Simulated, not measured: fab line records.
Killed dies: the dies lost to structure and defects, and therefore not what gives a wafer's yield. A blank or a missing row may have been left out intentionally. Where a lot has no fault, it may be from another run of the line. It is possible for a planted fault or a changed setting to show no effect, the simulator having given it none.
fab line records    flow n5_finfet    part 1 of 2: steps 1 to 20 of 26
record lots=5  wafers=15  last_day=16
route steps=1938 shown BEOL_M2@860
lots that met no fault: taken from a fault-free run of the same line
start_h: the number of hours between the record's first day and the start of the first shown wafer of the lot    wait_h: hours since the lot's step before    " unchanged from the row above    L1.1+2: several wafers, shown together as one row    - no value, or no start given    * or withheld: withheld    < > ~ a bound
route shown NAME@n: names a module that has steps shown in the file, with the first one's number in the route    usual: average and standard deviation across the fault-free wafers    same: alike in all rows    chamber/n: place in a boat    sites: per-site readings    _std_site: standard deviation of those values    _edge_site: inner sites' mean taken away from outer sites' mean    radius_mm: for every site, how far away it sits from the centre of the wafer    mask NAME#n: copy n    behind: tool/chamber where the wafer was last shaped    hold: reason for holding the lot/hours on hold/outcome of the hold    device: which transistor (n, p or np) failed to switch    end of line: tests run on the same wafers once the route is complete    a step given without rows: its recipe and nothing more    killed: not the wafer's yield, but the dies lost to structure and defects at the first sort    map: a wafer's dies, x killed, . not, _ none there
set.NAME: the setting that was run; set.NAME@STEP: the one run at that earlier step    model.NAME: the simulator's own value behind a step, which no gauge read
lots at selected steps of the route; one table per step, one row per wafer
services: the hour from which a tool's chamber was out of use, counted from the record's first day as start_h (under 0 if before that day), plus the number of hours and why
## steps
# step N5_BEOL_M2_ETCH_64
# recipe chemistry=N2/H2  target=SOC  target_depth_a=750  overetch_a=225  mask_material=SiARC  temp_c=40  time_s=121.9  ion_energy_ev=200  pressure_mtorr=30  source_w=840  bias_w=150  n2_flow_sccm=200  h2_flow_sccm=200
# usual bias_w=150.0/0.51  drypump_motor_current_A=5.6/0.56  oes_product_au=0.60/0.064  rf_fwd_power_W=837.3/2.8  rf_vpp_V=524.0/2.8  showerhead_plenum_p_Torr=2.55/0.092  temp_c=40.02/0.11  throttle_valve_pct=17.7/0.33
lot.wafer  tool         chamber  start_h  wait_h  bias_w  drypump_motor_current_A  oes_product_au  rf_fwd_power_W  rf_hours_counter_h  rf_vpp_V  showerhead_plenum_p_Torr  temp_c  throttle_valve_pct
L076.2     rie_diel-06  3        139.47   0.0     150.6   6.6                      0.55            836.3           203                 526.1     2.61                      40.11   17.9
L076.4     "            2        "        "       150.4   6.4                      0.54            838.2           224                 520.1     2.40                      40.02   18.3
L076.6     "            2        "        "       149.9   6.5                      0.53            836.3           -                   519.9     2.40                      40.04   18.3
L080.1     rie_diel-02  2        164.60   0.0     150.0   5.4                      0.68            839.8           35                  528.0     2.69                      40.02   17.2
L080.2     "            1        "        "       150.2   6.0                      0.55            836.0           209                 525.8     2.62                      40.08   17.9
L080.5     "            1        "        "       149.7   6.0                      0.54            835.0           -                   527.6     2.62                      40.05   18.0
L082.1     rie_diel-06  0        178.88   0.0     149.4   5.0                      0.68            840.3           53                  526.5     2.70                      40.17   17.4
L082.4     "            1        "        "       150.0   5.1                      0.50            841.0           -                   522.3     2.50                      40.07   17.8
L082.5     "            0        "        "       149.4   5.0                      0.67            839.9           -                   528.3     2.70                      40.04   17.4
L088.1     rie_diel-06  0        236.49   0.0     149.9   5.0                      0.65            841.6           67                  527.0     2.69                      40.22   17.4
L088.3     "            3        "        "       149.4   6.6                      0.53            837.8           230                 524.9     2.60                      40.06   18.0
L088.4     "            0        "        "       149.0   5.0                      0.66            836.1           -                   528.8     2.69                      39.95   17.4
L091.1     rie_diel-02  0        237.97   0.0     149.4   5.7                      0.61            837.4           92                  521.4     2.46                      40.07   17.4
L091.3     "            2        "        "       150.1   5.4                      0.65            839.1           60                  527.5     2.68                      40.08   17.3
L091.4     "            3        "        "       150.5   5.8                      0.59            840.0           133                 523.3     2.55                      39.73   17.7
# step N5_BEOL_M2_STRIP_65
# recipe chemistry=N2/H2  temp_c=40  n2_flow_sccm=200  h2_flow_sccm=200  rf_frequency_hz=6e+07
lot.wafer   tool         chamber  start_h  wait_h
L076.2+4+6  rie_diel-06  3,2,2    139.58   0.1
L080.1+2+5  rie_diel-02  2,1,1    164.71   0.1
L082.1+4+5  rie_diel-06  0,1,0    178.99   0.1
L088.1+3+4  rie_diel-06  0,3,0    236.60   0.1
L091.1+3+4  rie_diel-02  0,2,3    238.08   0.1
# step N5_BEOL_M2_STRIP_75
# recipe chemistry=N2/H2  temp_c=40  n2_flow_sccm=200  h2_flow_sccm=200  rf_frequency_hz=6e+07
lot.wafer   tool         chamber  start_h  wait_h
L076.2+4+6  rie_diel-06  3,2,2    139.59   0.0
L080.1+2+5  rie_diel-02  2,1,1    164.72   0.0
L082.1+4+5  rie_diel-06  0,1,0    179.00   0.0
L088.1+3+4  rie_diel-06  0,3,0    236.61   0.0
L091.1+3+4  rie_diel-02  0,2,3    238.09   0.0
# step N5_BEOL_M2_STRIP_66
# recipe chemistry=CF4  resist=SiARC  power_w=300  bias_power_w=75  pressure_mtorr=50  cf4_flow_sccm=150  rf_frequency_hz=6e+07
# usual drypump_motor_current_A=5.6/0.56  oes_product_au=0.78/0.083  rf_fwd_power_W=292.6/0.87  rf_vpp_V=271.2/1.6  showerhead_plenum_p_Torr=1.80/0.064  throttle_valve_pct=13.5/0.36
lot.wafer  tool         chamber  start_h  wait_h  drypump_motor_current_A  oes_product_au  rf_fwd_power_W  rf_hours_counter_h  rf_vpp_V  showerhead_plenum_p_Torr  throttle_valve_pct
L076.2     rie_diel-06  3        139.60   0.0     6.6                      0.71            293.3           203                 272.2     1.86                      13.9
L076.4     "            2        "        "       6.4                      0.70            292.1           224                 269.1     1.71                      14.2
L076.6     "            2        "        "       6.4                      0.69            291.6           -                   268.2     1.71                      14.2
L080.1     rie_diel-02  2        164.73   0.0     5.3                      0.89            291.8           35                  273.7     1.91                      13.1
L080.2     "            1        "        "       6.0                      0.71            292.1           209                 272.5     1.84                      13.7
L080.5     "            1        "        "       6.0                      0.71            291.6           -                   273.0     1.84                      13.7
L082.1     rie_diel-06  0        179.01   0.0     5.0                      0.87            292.4           53                  272.8     1.90                      13.2
L082.4     "            1        "        "       5.1                      0.65            292.9           -                   271.1     1.77                      13.7
L082.5     "            0        "        "       5.0                      0.88            290.7           -                   273.6     1.90                      13.2
L088.1     rie_diel-06  0        236.62   0.0     5.0                      0.85            291.0           67                  272.8     1.90                      13.3
L088.3     "            3        "        "       6.6                      0.70            292.2           230                 271.0     1.86                      14.0
L088.4     "            0        "        "       5.0                      0.85            291.4           -                   273.2     1.90                      13.3
L091.1     rie_diel-02  0        238.10   0.0     5.7                      0.79            293.7           92                  270.0     1.75                      13.3
L091.3     "            2        "        "       5.3                      0.85            294.0           60                  273.0     1.91                      13.2
L091.4     "            3        "        "       5.8                      0.77            292.7           133                 272.7     1.80                      13.4
# step N5_BEOL_M2_HM_OPEN_17
# recipe chemistry=Cl2/BCl3  target_depth_a=200  overetch_a=60  target=TiN  mask_material=SOC  ion_energy_ev=150  pressure_mtorr=10  icp_w=1000  bias_w=126  Cl2_flow_sccm=53.25  bcl3_flow_sccm=21.75  Ar_flow_sccm=25
# usual bias_w=126.0/0.34  drypump_motor_current_A=5.8/0.79  oes_product_au=0.63/0.088  rf_fwd_power_W=992/4.1  throttle_valve_pct=22.08/0.24
lot.wafer  tool          chamber  start_h  wait_h  bias_w  drypump_motor_current_A  oes_product_au  rf_fwd_power_W  rf_hours_counter_h  throttle_valve_pct
L076.2     rie_metal-03  1        139.84   0.2     125.2   6.7                      0.68            987             40                  22.06
L076.4     "             0        "        "       126.0   5.0                      0.55            995             -                   21.86
L076.6     "             0        "        "       125.5   5.0                      0.55            993             -                   21.83
L080.1     rie_metal-03  0        164.77   0.0     126.1   5.1                      0.55            991             110                 21.87
L080.2     "             1        "        "       126.2   6.8                      0.67            990             42                  22.07
L080.5     "             1        "        "       126.0   6.7                      0.67            987             -                   22.08
L082.1     rie_metal-03  1        179.06   0.0     126.4   6.8                      0.68            989             43                  22.05
L082.4     "             0        "        "       126.0   5.1                      0.55            993             -                   21.85
L082.5     "             1        "        "       125.8   6.8                      0.67            990             -                   22.07
L088.1     rie_metal-03  1        236.67   0.0     126.4   6.8                      0.66            987             48                  22.09
L088.3     "             1        "        "       125.5   6.7                      0.66            987             -                   22.08
L088.4     "             0        "        "       125.9   5.1                      0.53            989             -                   21.88
L091.1     rie_metal-01  1        238.14   0.0     126.4   6.5                      0.65            989             47                  22.37
L091.3     "             1        "        "       126.4   6.6                      0.66            987             -                   22.34
L091.4     "             0        "        "       125.7   5.1                      0.52            990             -                   22.50
# step N5_BEOL_M2_STRIP_19
# recipe chemistry=O2  power_w=400  temp_c=40  pressure_mtorr=30  rf_frequency_hz=6e+07  bias_power_w=0  overash_fraction=0.2  o2_flow_sccm=225
# usual drypump_motor_current_A=5.6/0.53  oes_product_au=0.81/0.086  rf_vpp_V=3.7/0.46  showerhead_plenum_p_Torr=2.11/0.077  temp_c=39.99/0.11  throttle_valve_pct=16.5/0.35
lot.wafer  tool         chamber  start_h  wait_h  drypump_motor_current_A  oes_product_au  rf_hours_counter_h  rf_vpp_V  showerhead_plenum_p_Torr  temp_c  throttle_valve_pct
L076.2     rie_diel-05  3        139.97   0.1     5.4                      0.70            228                 3.4       2.08                      39.91   16.7
L076.4     "            0        "        "       5.3                      0.82            -                   4.4       2.03                      39.83   16.3
L076.6     "            2        "        "       5.6                      0.81            -                   5.3       2.12                      39.99   16.5
L080.1     rie_diel-05  2        164.88   0.1     5.6                      0.80            102                 4.2       2.11                      40.15   16.5
L080.2     "            0        "        "       5.2                      0.81            95                  3.1       2.03                      40.22   16.4
L080.5     "            0        "        "       5.3                      0.81            -                   3.1       2.03                      40.25   16.4
L082.1     rie_diel-02  1        179.17   0.1     6.0                      0.71            214                 4.4       2.16                      39.87   16.8
L082.4     "            0        "        "       5.7                      0.85            67                  3.2       2.04                      40.00   16.3
L082.5     "            1        "        "       6.0                      0.71            -                   3.0       2.16                      40.03   16.8
L088.1     rie_diel-06  2        236.85   0.2     6.4                      0.70            241                 4.1       2.00                      40.02   17.4
L088.3     "            3        "        "       6.6                      0.70            230                 3.8       2.19                      39.92   17.1
L088.4     "            3        "        "       6.7                      0.70            -                   3.4       2.19                      39.88   17.1
L091.1     rie_diel-05  1        238.26   0.1     4.8                      0.88            41                  4.1       2.05                      39.92   16.1
L091.3     "            0        "        "       5.3                      0.78            130                 3.5       2.02                      39.95   16.4
L091.4     "            3        "        "       5.4                      0.95            8                   3.1       2.07                      40.13   16.3
# step N5_BEOL_M2_CD_MEAS_18
# recipe pitch_nm=36  target_cd_nm=18
# usual cd_nm=18.06/0.29
lot.wafer  tool       chamber  start_h  wait_h  cd_nm
L076.2     cd_sem-01  -        140.04   0.1     17.76
L076.4     "          -        "        "       18.34
L076.6     "          -        "        "       18.01
L080.1     cd_sem-01  -        164.95   0.0     17.88
L080.2     "          -        "        "       18.05
L080.5     "          -        "        "       18.03
L082.1     cd_sem-03  -        179.24   0.0     17.47
L082.4     "          -        "        "       18.39
L082.5     "          -        "        "       18.32
L088.1     cd_sem-02  -        236.92   0.0     17.83
L088.3     "          -        "        "       18.14
L088.4     "          -        "        "       17.60
L091.1     cd_sem-02  -        238.33   0.0     18.09
L091.3     "          -        "        "       17.56
L091.4     "          -        "        "       18.13
# step N5_BEOL_M2_COAT_67
# recipe resist=SOC  temp_c=250  time_s=60  spin_rpm=1500  resist_thk_nm=60
# usual dispense_pressure_kPa=47.3/1.8
lot.wafer  tool            chamber  start_h  wait_h  dispense_pressure_kPa
L076.2     litho_track-04  0        140.08   0.0     45.5
L076.4     "               0        "        "       45.5
L076.6     "               0        "        "       45.5
L080.1     litho_track-01  0        164.99   0.0     47.1
L080.2     "               0        "        "       47.1
L080.5     "               0        "        "       47.1
L082.1     litho_track-04  0        179.28   0.0     45.5
L082.4     "               0        "        "       45.5
L082.5     "               0        "        "       45.6
L088.1     litho_track-01  0        236.96   0.0     47.1
L088.3     "               0        "        "       47.1
L088.4     "               0        "        "       47.1
L091.1     litho_track-04  0        238.37   0.0     45.5
L091.3     "               0        "        "       45.5
L091.4     "               0        "        "       45.5
# step N5_BEOL_M2_COAT_68
# recipe resist=SiARC  temp_c=220  time_s=60  spin_rpm=1500  resist_thk_nm=12
# usual dispense_pressure_kPa=47.2/1.8
lot.wafer  tool            chamber  start_h  wait_h  dispense_pressure_kPa
L076.2     litho_track-04  0        -        -       45.5
L076.4     "               0        "        "       45.6
L076.6     "               0        "        "       45.6
L080.1     litho_track-01  0        -        -       47.0
L080.2     "               0        "        "       47.1
L080.5     "               0        "        "       47.1
L082.1     litho_track-04  0        -        -       45.6
L082.4     "               0        "        "       45.6
L082.5     "               0        "        "       45.6
L088.1     litho_track-01  0        -        -       47.0
L088.3     "               0        "        "       47.0
L088.4     "               0        "        "       47.0
L091.1     litho_track-04  0        -        -       45.5
L091.3     "               0        "        "       45.4
L091.4     "               0        "        "       45.4
# step N5_BEOL_M2_COAT_76
# recipe resist=underlayer  temp_c=205  time_s=60  spin_rpm=1500  resist_thk_nm=5
# usual dispense_pressure_kPa=47.3/1.8
lot.wafer  tool            chamber  start_h  wait_h  dispense_pressure_kPa
L076.2     litho_track-04  0        -        -       45.6
L076.4     "               0        "        "       45.6
L076.6     "               0        "        "       45.6
L080.1     litho_track-01  0        -        -       47.1
L080.2     "               0        "        "       47.1
L080.5     "               0        "        "       47.1
L082.1     litho_track-04  0        -        -       45.6
L082.4     "               0        "        "       45.6
L082.5     "               0        "        "       45.6
L088.1     litho_track-01  0        -        -       47.2
L088.3     "               0        "        "       47.2
L088.4     "               0        "        "       47.1
L091.1     litho_track-04  0        -        -       45.6
L091.3     "               0        "        "       45.6
L091.4     "               0        "        "       45.6
# step N5_BEOL_M2_COAT_22
# recipe resist=CAR-EUV  spin_rpm=1500  resist_thk_nm=30
# usual dispense_pressure_kPa=47.3/1.8
lot.wafer  tool            chamber  start_h  wait_h  dispense_pressure_kPa
L076.2     litho_track-04  0        -        -       45.6
L076.4     "               0        "        "       45.5
L076.6     "               0        "        "       45.5
L080.1     litho_track-01  0        -        -       47.1
L080.2     "               0        "        "       47.1
L080.5     "               0        "        "       47.1
L082.1     litho_track-04  0        -        -       45.6
L082.4     "               0        "        "       45.5
L082.5     "               0        "        "       45.5
L088.1     litho_track-01  0        -        -       47.0
L088.3     "               0        "        "       47.1
L088.4     "               0        "        "       47.1
L091.1     litho_track-04  0        -        -       45.6
L091.3     "               0        "        "       45.5
L091.4     "               0        "        "       45.5
# step N5_BEOL_M2_EBR_24
# recipe solvent=PGMEA  ebr_width_mm=1.5
# same ebr_width_mm=1.5
lot.wafer   tool            chamber  start_h  wait_h
L076.2+4+6  litho_track-04  0        -        -
L080.1+2+5  litho_track-01  0        -        -
L082.1+4+5  litho_track-04  0        -        -
L088.1+3+4  litho_track-01  0        -        -
L091.1+3+4  litho_track-04  0        -        -
# step N5_BEOL_M2_SOFTBAKE_23
# recipe temp_c=110  time_s=60  resist=CAR-EUV
lot.wafer   tool            chamber  start_h  wait_h
L076.2+4+6  litho_track-04  0        -        -
L080.1+2+5  litho_track-01  0        -        -
L082.1+4+5  litho_track-04  0        -        -
L088.1+3+4  litho_track-01  0        -        -
L091.1+3+4  litho_track-04  0        -        -
# step N5_BEOL_M2_EXPOSE_25
# recipe mask_id=V1  na=0.33  source_shape=quasar  sigma_inner=0.2  sigma_outer=0.8  polarization=unpolarized  defocus_nm=5  dose_mj=63
lot.wafer   tool            chamber  start_h  wait_h  mask
L076.2+4+6  euv_scanner-02  0        140.22   -       V1#0
L080.1+2+5  euv_scanner-02  0        165.12   -       V1#0
L082.1+4+5  euv_scanner-01  0        179.41   -       V1#0
L088.1+3+4  euv_scanner-01  0        237.10   -       V1#0
L091.1+3+4  euv_scanner-01  0        238.50   -       V1#0
# step N5_BEOL_M2_PEB_26
# recipe peb_temp_c=100  peb_time_s=60  resist=CAR-EUV
lot.wafer   tool            chamber  start_h  wait_h
L076.2+4+6  litho_track-04  0        140.29   0.1
L080.1+2+5  litho_track-01  0        165.20   0.1
L082.1+4+5  litho_track-04  0        179.49   0.1
L088.1+3+4  litho_track-02  0        237.18   0.1
L091.1+3+4  litho_track-01  0        238.58   0.1
# step N5_BEOL_M2_DEVELOP_27
# recipe develop_time_s=30  developer=TMAH  resist=CAR-EUV  rinse_liquid=surfactant_rinse  dry=air_spin  dev_temp_c=23
lot.wafer   tool            chamber  start_h  wait_h
L076.2+4+6  litho_track-04  0        -        -
L080.1+2+5  litho_track-01  0        -        -
L082.1+4+5  litho_track-04  0        -        -
L088.1+3+4  litho_track-02  0        -        -
L091.1+3+4  litho_track-01  0        -        -
# step N5_BEOL_M2_CD_MEAS_28
# recipe target_cd_nm=26.2  landing_energy_ev=500  detector=se_inlens  target_cd_y_nm=24.1  polarity=opening
# usual cd_nm=26.19/0.25
lot.wafer  tool       chamber  start_h  wait_h  cd_nm
L076.2     cd_sem-03  0        140.36   -       25.84
L076.4     "          0        "        "       26.31
L076.6     "          0        "        "       26.18
L080.1     cd_sem-01  0        165.27   -       26.39
L080.2     "          0        "        "       26.24
L080.5     "          0        "        "       26.33
L082.1     cd_sem-02  0        179.56   -       26.04
L082.4     "          0        "        "       26.23
L082.5     "          0        "        "       26.23
L088.1     cd_sem-02  0        237.24   -       26.21
L088.3     "          0        "        "       26.24
L088.4     "          0        "        "       26.04
L091.1     cd_sem-01  0        238.65   -       26.26
L091.3     "          0        "        "       26.63
L091.4     "          0        "        "       25.92
# step N5_BEOL_M2_OVL_MEAS_29
# recipe points_per_wafer=522
# usual V1_OVL=0.1/0.64
lot.wafer  tool        chamber  start_h  wait_h  V1_OVL[nm]
L076.2     overlay-02  0        140.40   0.0     -0.5
L076.4     "           0        "        "       0.0
L076.6     "           0        "        "       0.1
L080.1     overlay-02  0        165.30   0.0     -0.4
L080.2     "           0        "        "       0.6
L080.5     "           0        "        "       -1.1
L082.1     overlay-01  0        179.59   0.0     -0.5
L082.4     "           0        "        "       -1.2
L082.5     "           0        "        "       -0.4
L088.1     overlay-02  0        237.27   0.0     0.7
L088.3     "           0        "        "       0.4
L088.4     "           0        "        "       -0.3
L091.1     overlay-02  0        238.68   0.0     0.2
L091.3     "           0        "        "       0.1
L091.4     "           0        "        "       -0.2
# step N5_BEOL_M2_INSPECT_30
# recipe mode=adi  inspect_instrument=brightfield
# usual raw_defect_count=378/85
lot.wafer  tool               chamber  start_h  wait_h  raw_defect_count
L076.2     defect_inspect-01  -        140.45   0.0     158
L076.4     "                  -        "        "       294
L076.6     "                  -        "        "       269
L080.1     defect_inspect-01  -        165.36   0.1     397
L080.2     "                  -        "        "       446
L080.5     "                  -        "        "       355
L082.1     defect_inspect-02  -        179.65   0.1     315
L082.4     "                  -        "        "       328
L082.5     "                  -        "        "       309
L088.1     defect_inspect-01  -        237.33   0.1     326
L088.3     "                  -        "        "       391
L088.4     "                  -        "        "       458
L091.1     defect_inspect-01  -        238.74   0.1     339
L091.3     "                  -        "        "       319
L091.4     "                  -        "        "       386
# step N5_BEOL_M2_DESCUM_33
# recipe chemistry=O2  time_s=7  source_power_w=50  bias_power_w=20  pressure_mtorr=20  rf_frequency_hz=2.712e+07  temp_c=40  resist=CAR-EUV  o2_flow_sccm=225
# usual drypump_motor_current_A=5.5/0.4  oes_product_au=0.80/0.073  rf_fwd_power_W=49.39/0.22  rf_vpp_V=243.1/1.2  showerhead_plenum_p_Torr=2.09/0.068  temp_c=40.00/0.12  throttle_valve_pct=20.22/0.26
lot.wafer  tool         chamber  start_h  wait_h  drypump_motor_current_A  oes_product_au  rf_fwd_power_W  rf_hours_counter_h  rf_vpp_V  showerhead_plenum_p_Torr  temp_c  throttle_valve_pct
L076.2     rie_diel-05  3        140.48   0.0     5.4                      0.70            49.50           228                 244.4     2.08                      40.04   20.44
L076.4     "            3        "        "       5.4                      0.70            49.27           -                   241.3     2.08                      40.00   20.47
L076.6     "            0        "        "       5.3                      0.82            49.84           -                   242.8     2.03                      39.96   20.12
L080.1     rie_diel-02  3        165.49   0.1     5.8                      0.81            49.53           105                 242.4     2.10                      40.01   20.11
L080.2     "            0        "        "       5.7                      0.85            49.36           62                  242.4     2.04                      40.15   20.07
L080.5     "            3        "        "       5.8                      0.81            49.41           -                   244.1     2.10                      39.90   20.11
L082.1     rie_diel-02  3        179.75   0.1     5.8                      0.80            49.18           109                 243.1     2.10                      40.07   20.12
L082.4     "            1        "        "       6.0                      0.71            49.12           214                 244.4     2.16                      40.15   20.51
L082.5     "            2        "        "       5.4                      0.87            49.47           -                   244.7     2.25                      39.86   20.10
L088.1     rie_diel-05  2        237.37   0.0     5.6                      0.76            49.43           135                 242.7     2.10                      40.02   20.36
L088.3     "            1        "        "       4.9                      0.86            49.14           41                  242.0     2.05                      40.09   19.81
L088.4     "            3        "        "       5.3                      0.94            49.26           8                   244.0     2.07                      40.18   20.11
L091.1     rie_diel-05  0        238.80   0.1     5.3                      0.79            49.57           130                 240.4     2.01                      40.07   20.17
L091.3     "            2        "        "       5.6                      0.77            49.35           136                 243.9     2.10                      40.08   20.35
L091.4     "            1        "        "       4.8                      0.87            48.96           42                  241.8     2.05                      39.95   19.82
